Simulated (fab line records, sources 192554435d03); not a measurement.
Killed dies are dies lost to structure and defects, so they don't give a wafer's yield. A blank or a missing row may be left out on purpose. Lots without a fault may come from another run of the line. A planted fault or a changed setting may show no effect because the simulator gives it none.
fab line records | flow n5_finfet
record lots=5 wafers=15 last_day=18
route steps=1938 shown BEOL_M12@1604
lots that met no fault: from a run of the same line without faults
start_h: hours from the record's first day to the start of the lot's first wafer shown | wait_h: hours since the lot's step before | " the same as in the row above | L1.1+2: a row that stands for several wafers | - no value, or no start given | * or withheld: withheld | < > ~ a bound
route shown NAME@n: a module of which the file shows steps, and the number in the route of the first | usual: mean/standard deviation of fault-free wafers | same: alike in all rows | chamber/n: place in a boat | sites: the reading at each site | _std_site: their standard deviation | _edge_site: outer sites' mean less inner sites' | radius_mm: how far each site lies from the wafer's centre | mask NAME#n: copy n | behind: the tool/chamber that last shaped the wafer | hold: why the lot was held/for how many hours/how that ended | device: the transistor (n, p or np) that didn't switch | end of line: the same wafers' tests at the end of the route | a step without rows: its recipe alone | killed: dies lost to structure and defects at the first sort, not the wafer's yield | map: a wafer's dies, x killed, . not, _ none there
set.NAME: the setting as run; set.NAME@STEP: as run at that earlier step | model.NAME: the simulator's own value behind a step, which no gauge read
lots at some steps of the route; a table a step, a row a wafer
services: from which hour (start_h, from the record's first day; less than 0 if before it) a tool's chamber was out of use, for how many hours, and why
## steps
# step N5_BEOL_M12_COAT_58
# recipe resist=BARC temp_c=205 time_s=60 spin_rpm=1500 resist_thk_nm=89
# step N5_BEOL_M12_COAT_04
# recipe spin_rpm=1625 resist_thk_nm=400
# step N5_BEOL_M12_EBR_06
# recipe solvent=PGMEA ebr_width_mm=1.5
# step N5_BEOL_M12_SOFTBAKE_05
# recipe temp_c=130 time_s=60
# step N5_BEOL_M12_EXPOSE_07
# recipe mask_id=V11 na=0.93 source_shape=conventional sigma_outer=0.6 polarization=unpolarized attpsm_phase_deg=180 dose_mj=32.5
# step N5_BEOL_M12_PEB_08
# recipe peb_temp_c=130 peb_time_s=90
# step N5_BEOL_M12_DEVELOP_09
# recipe develop_time_s=45 rinse_liquid=diw dry=air_spin dev_temp_c=21
# step N5_BEOL_M12_HARDBAKE_14
# recipe temp_c=130 time_s=120
# step N5_BEOL_M12_CD_MEAS_10
# recipe target_cd_nm=140 landing_energy_ev=500 detector=se_inlens polarity=opening
# usual cd_nm=140.1/2.5
# columns lot.wafer tool chamber start_h wait_h cd_nm
L319.1 cd_sem-02 0 280.29 - 140.5
L319.3 " 0 " " 138.6
L319.4 " 0 " " 136.4
L322.1 cd_sem-02 0 293.44 - 140.6
L322.3 " 0 " " 141.9
L322.6 " 0 " " 143.5
L338.1 cd_sem-02 0 380.98 - 139.5
L338.3 " 0 " " 136.5
L338.6 " 0 " " 141.1
L336.1 cd_sem-03 0 384.51 - 138.1
L336.5 " 0 " " 141.1
L336.6 " 0 " " 140.4
L337.3 cd_sem-01 0 384.66 - 136.6
L337.5 " 0 " " 136.2
L337.6 " 0 " " 140.0
# step N5_BEOL_M12_OVL_MEAS_11
# recipe points_per_wafer=44
# usual V11_OVL=-4/6.5
# columns lot.wafer tool chamber start_h wait_h V11_OVL[nm]
L319.1 overlay-01 0 280.32 0.0 1
L319.3 " 0 " " 3
L319.4 " 0 " " -7
L322.1 overlay-02 0 293.47 0.0 -14
L322.3 " 0 " " -1
L322.6 " 0 " " -7
L338.1 overlay-02 0 381.01 0.0 -4
L338.3 " 0 " " 5
L338.6 " 0 " " -7
L336.1 overlay-02 0 384.55 0.0 -21
L336.5 " 0 " " -17
L336.6 " 0 " " -11
L337.3 overlay-02 0 384.69 0.0 1
L337.5 " 0 " " -6
L337.6 " 0 " " -7
# step N5_BEOL_M12_INSPECT_12
# recipe mode=adi inspect_instrument=macro
# usual raw_defect_count=1.9/1.4
# columns lot.wafer tool chamber start_h wait_h raw_defect_count
L319.1 defect_inspect-01 - 280.35 0.0 0
L319.3 " - " " 4
L319.4 " - " " 1
L322.1 defect_inspect-01 - 293.49 0.0 2
L322.3 " - " " 2
L322.6 " - " " 2
L338.1 defect_inspect-02 - 381.03 0.0 6
L338.3 " - " " 3
L338.6 " - " " 1
L336.1 defect_inspect-01 - 384.57 0.0 2
L336.5 " - " " 3
L336.6 " - " " 3
L337.3 defect_inspect-01 - 384.72 0.0 4
L337.5 " - " " 3
L337.6 " - " " 2
# step N5_BEOL_M12_DESCUM_15
# recipe chemistry=O2 time_s=7.9 source_power_w=50 bias_power_w=20 pressure_mtorr=20 rf_frequency_hz=2.712e+07 temp_c=40 o2_flow_sccm=225
# usual drypump_motor_current_A=5.7/0.5 oes_product_au=0.77/0.047 rf_vpp_V=243.1/1.2 showerhead_plenum_p_Torr=2.08/0.063 temp_c=40.01/0.12 throttle_valve_pct=20.38/0.26
# columns lot.wafer tool chamber start_h wait_h drypump_motor_current_A oes_product_au rf_hours_counter_h rf_vpp_V showerhead_plenum_p_Torr temp_c throttle_valve_pct
L319.1 rie_diel-02 3 280.38 0.0 5.4 0.75 181 243.9 2.19 39.76 20.65
L319.3 " 1 " " 5.1 0.81 76 239.8 2.02 39.82 20.41
L319.4 " 2 " " 5.1 0.84 64 242.2 2.03 40.10 20.67
L322.1 rie_diel-03 1 293.53 0.0 6.1 0.84 80 241.9 2.12 39.99 20.23
L322.3 " 2 " " 5.6 0.81 70 243.0 2.12 40.09 20.08
L322.6 " 0 " " 5.4 0.80 - 244.4 2.20 40.02 20.04
L338.1 rie_diel-06 2 381.10 0.1 5.4 0.75 160 241.2 1.99 40.01 20.44
L338.3 " 0 " " 6.2 0.79 104 242.0 2.01 39.81 20.55
L338.6 " 0 " " 6.3 0.79 - 242.6 2.01 39.97 20.53
L336.1 rie_diel-03 3 384.61 0.0 6.0 0.71 202 243.7 2.07 40.16 20.23
L336.5 " 2 " " 5.6 0.79 - 244.0 2.11 39.88 20.12
L336.6 " 1 " " 6.1 0.80 - 242.8 2.11 40.09 20.28
L337.3 rie_diel-02 2 384.86 0.1 5.1 0.80 102 242.3 2.02 40.07 20.73
L337.5 " 2 " " 5.1 0.80 - 243.1 2.02 39.96 20.72
L337.6 " 1 " " 5.0 0.77 - 240.7 2.01 39.98 20.46
# step N5_BEOL_M12_ETCH_59
# recipe chemistry=N2/H2 target=BARC target_depth_a=890 overetch_a=267 time_s=67.9 ion_energy_ev=200 pressure_mtorr=30 source_w=840 bias_w=150 n2_flow_sccm=200 h2_flow_sccm=200
# usual drypump_motor_current_A=5.7/0.5 oes_product_au=0.67/0.04 rf_vpp_V=523.5/2.2 showerhead_plenum_p_Torr=2.53/0.076 throttle_valve_pct=17.78/0.27
# columns lot.wafer tool chamber start_h wait_h drypump_motor_current_A oes_product_au rf_hours_counter_h rf_vpp_V showerhead_plenum_p_Torr throttle_valve_pct model.coat_of_BEOL_M12_COAT_04.thk_nm
L319.1 rie_diel-02 3 280.42 0.0 5.4 0.64 181 524.9 2.64 17.92 319.8
L319.3 " 1 " " 5.0 0.69 76 521.9 2.47 17.97 320.8
L319.4 " 2 " " 5.1 0.72 64 522.3 2.48 18.23 319
L322.1 rie_diel-03 1 293.56 0.0 6.1 0.72 80 525.0 2.58 17.65 323.2
L322.3 " 2 " " 5.6 0.69 70 525.3 2.57 17.41 320
L322.6 " 0 " " 5.5 0.67 - 527.7 2.66 17.37 320.6
L338.1 rie_diel-06 2 381.14 0.0 5.5 0.66 160 519.0 2.43 17.81 322.6
L338.3 " 0 " " 6.2 0.67 104 522.0 2.45 17.93 318.6
L338.6 " 0 " " 6.2 0.68 - 521.2 2.45 17.94 318.6
L336.1 rie_diel-03 3 384.65 0.0 6.0 0.60 202 523.0 2.51 17.87 317.6
L336.5 " 2 " " 5.6 0.67 - 525.2 2.55 17.45 273.4
L336.6 " 1 " " 6.1 0.69 - 524.0 2.56 17.72 279.2
L337.3 rie_diel-02 2 384.89 0.0 5.1 0.69 102 522.0 2.46 18.27 316.6
L337.5 " 2 " " 5.1 0.68 - 521.5 2.46 18.28 316.8
L337.6 " 1 " " 5.1 0.66 - 522.9 2.45 18.03 321.6
# step N5_BEOL_M12_VIA_ETCH_16
# recipe chemistry=C4F8/O2/Ar target=SiOC pressure_mtorr=30 source_w=3000 bias_w=700 Ar_flow_sccm=400 C4F8_flow_sccm=15 O2_flow_sccm=8 he_inner_torr=15 he_outer_torr=30 target_depth_a=7248 time_s=withheld ion_energy_ev=250 ends=cleared
# usual drypump_motor_current_A=5.7/0.5 he_inner_torr=15.00/0.03 oes_product_au=0.70/0.042 rf_vpp_V=665.1/2.8 showerhead_plenum_p_Torr=3.41/0.088 throttle_valve_pct=24.14/0.28
# columns lot.wafer tool chamber start_h wait_h drypump_motor_current_A he_inner_torr oes_product_au rf_vpp_V showerhead_plenum_p_Torr throttle_valve_pct model.coat_of_BEOL_M12_COAT_04.thk_nm
L319.1 rie_diel-02 3 280.47 0.0 5.4 14.98 0.68 668.2 3.52 24.24 129.8
L319.3 " 1 " " 5.1 15.02 0.73 664.3 3.36 24.44 130.6
L319.4 " 2 " " 5.1 14.99 0.76 663.7 3.33 24.46 124
L322.1 rie_diel-03 1 293.61 0.0 6.1 14.98 0.76 666.6 3.47 24.03 130.6
L322.3 " 2 " " 5.6 14.99 0.74 667.6 3.46 23.88 126.8
L322.6 " 0 " " 5.5 14.96 0.71 671.0 3.55 23.59 123.4
L338.1 rie_diel-06 2 381.19 0.0 5.4 15.01 0.68 661.7 3.29 24.29 129.8
L338.3 " 0 " " 6.2 15.02 0.71 663.3 3.33 24.47 130
L338.6 " 0 " " 6.2 15.00 0.71 660.4 3.33 24.47 124.8
L336.1 rie_diel-03 3 384.70 0.0 6.0 15.06 0.64 663.9 3.37 23.95 126.4
L336.5 " 2 " " 5.6 15.03 0.70 668.3 3.45 23.92 77.4
L336.6 " 1 " " 6.1 15.03 0.72 666.2 3.45 24.09 83.8
L337.3 rie_diel-02 2 384.95 0.0 5.1 14.93 0.73 662.5 3.31 24.49 123.6
L337.5 " 2 " " 5.1 14.92 0.73 662.3 3.31 24.50 121
L337.6 " 1 " " 5.0 14.99 0.69 662.3 3.34 24.48 124.2
# step N5_BEOL_M12_STRIP_63
# recipe chemistry=N2/H2 power_w=1000 temp_c=250 h2_frac=0.65 overash_fraction=0.3 pressure_mtorr=1000 n2_flow_sccm=1750 h2_flow_sccm=3250
# usual drypump_motor_current_A=5.6/0.36 heater_power_w=313/13 oes_product_au=0.694/0.004 strip_time_to_endpoint_s=42.9/0.87 temp_c=249.96/0.16
# columns lot.wafer tool chamber start_h wait_h drypump_motor_current_A heater_power_w oes_product_au rf_hours_counter_h strip_time_to_endpoint_s temp_c
L319.1 plasma_asher-02 1 280.67 - 5.1 318 0.700 131 44.3 250.12
L319.3 " 0 " " 5.8 320 0.696 - 44.5 250.09
L319.4 " 1 " " 5.1 305 0.694 - 42.8 250.02
L322.1 plasma_asher-02 0 293.81 - 5.8 311 0.697 133 44.5 250.02
L322.3 " 1 " " 5.1 315 0.689 - 43.5 249.72
L322.6 " 0 " " 5.8 324 0.696 - 42.6 249.83
L338.1 plasma_asher-02 0 381.39 - 5.8 329 0.696 151 44.3 250.09
L338.3 " 0 " " 5.8 321 0.698 - 44.4 249.88
L338.6 " 1 " " 5.1 317 0.691 - 42.9 250.23
L336.1 plasma_asher-02 0 384.90 - 5.8 324 0.701 151 43.4 249.88
L336.5 " 0 " " 5.8 314 0.679 - 29.9 249.84
L336.6 " 1 " " 5.1 315 0.680 - 31.6 249.56
L337.3 plasma_asher-02 0 385.17 - 5.8 319 0.692 - 42.7 250.09
L337.5 " 1 " " 5.1 313 0.690 - 42.0 249.95
L337.6 " 0 " " 5.8 324 0.695 - 42.8 249.90
# step N5_BEOL_M12_STRIP_64
# recipe chemistry=N2/H2 power_w=1000 temp_c=250 h2_frac=0.65 overash_fraction=0.3 pressure_mtorr=withheld n2_flow_sccm=1750 h2_flow_sccm=3250
# usual drypump_motor_current_A=5.6/0.36 heater_power_w=313/12 oes_product_au=0.715/0.0045 strip_time_to_endpoint_s=31.34/0.066 temp_c=249.95/0.17
# columns lot.wafer tool chamber start_h wait_h drypump_motor_current_A heater_power_w oes_product_au rf_hours_counter_h strip_time_to_endpoint_s temp_c
L319.1 plasma_asher-02 1 280.73 0.0 5.1 323 0.718 131 31.31 249.92
L319.3 " 0 " " 5.8 320 0.714 - 31.42 250.19
L319.4 " 1 " " 5.1 322 0.710 - 31.33 249.75
L322.1 plasma_asher-02 0 293.87 0.0 5.8 327 0.716 133 31.31 249.92
L322.3 " 1 " " 5.1 324 0.719 - 31.37 250.00
L322.6 " 0 " " 5.8 316 0.714 - 31.27 249.71
L338.1 plasma_asher-02 0 381.45 0.0 5.8 320 0.722 151 31.33 249.98
L338.3 " 0 " " 5.8 327 0.717 - 31.31 249.64
L338.6 " 1 " " 5.1 320 0.719 - 31.41 249.66
L336.1 plasma_asher-02 0 384.96 0.0 5.8 318 0.712 151 31.32 249.66
L336.5 " 0 " " 5.8 323 0.713 - 31.35 249.98
L336.6 " 1 " " 5.1 326 0.719 - 31.30 249.79
L337.3 plasma_asher-02 0 385.23 0.0 5.8 324 0.708 - 31.25 249.85
L337.5 " 1 " " 5.1 310 0.704 - 31.24 250.12
L337.6 " 0 " " 5.8 322 0.715 - 31.27 250.27
# step N5_BEOL_M12_STRIP_71
# recipe chemistry=post_etch_residue_remover time_s=60 temp_c=25 remover_ph=withheld remover_water_wt_pct=withheld remover_fluoride_wt_pct=withheld
# step N5_BEOL_M12_SRD_72
# recipe time_s=30 temp_c=23 rinse_liquid=diw dry=n2_spin spin_rpm=1500 dry_time_s=30
# step N5_BEOL_M12_CD_MEAS_17
# recipe target_cd_nm=140 polarity=opening
# usual cd_nm=140.1/2.7
# columns lot.wafer tool chamber start_h wait_h cd_nm
L319.1 cd_sem-01 - 280.88 0.0 142.7
L319.3 " - " " 137.5
L319.4 " - " " 137.1
L322.1 cd_sem-01 - 294.02 0.0 138.4
L322.3 " - " " 142.3
L322.6 " - " " 144.7
L338.1 cd_sem-02 - 381.60 0.0 139.1
L338.3 " - " " 135.5
L338.6 " - " " 140.4
L336.1 cd_sem-03 - 385.10 0.0 137.3
L336.5 " - " " 149.4
L336.6 " - " " 148.3
L337.3 cd_sem-03 - 385.36 0.0 137.4
L337.5 " - " " 138.0
L337.6 " - " " 138.7
# step N5_BEOL_M12_COAT_65
# recipe resist=SOC temp_c=250 time_s=60 spin_rpm=1500 resist_thk_nm=300
## services
# columns tool chamber start_h hours kind
rie_diel-03 3 307.60 7.1 repair
plasma_asher-02 - 332.03 3.5 repair
rie_diel-02 3 335.50 4.8 repair
rie_diel-06 2 362.62 4.0 repair
plasma_asher-02 - 370.87 2.1 repair
rie_diel-03 0 379.04 8.9 repair
## key
first_sign step=N5_BEOL_M12_STRIP_63 reading=strip_time_to_endpoint_s direction=down sigmas=14 usual=* struck=*
effect step=N5_BEOL_M12_STRIP_63 reading=oes_product_au direction=down sigmas=3.5 usual=0.694 struck=0.680
effect step=N5_BEOL_M12_CD_MEAS_17 reading=cd_nm direction=up sigmas=3.2 usual=140.1 struck=148.8
model_effect step=N5_BEOL_M12_ETCH_59 value=coat_of_BEOL_M12_COAT_04.thk_nm without=319.1 struck=276.3
model_effect step=N5_BEOL_M12_VIA_ETCH_16 value=coat_of_BEOL_M12_COAT_04.thk_nm without=123.4 struck=80.6
met_at N5_BEOL_M12_ETCH_59
struck_wafers L336.5,L336.6
onset_between 293.56 384.65
fault kind=process_parameter_drift tool=rie_diel-03 chamber=- onset_h=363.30 steps=N5_BEOL_M12_ETCH_59 channel=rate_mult offset=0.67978 shape=step end_h=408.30 scope=struck_wafers_only
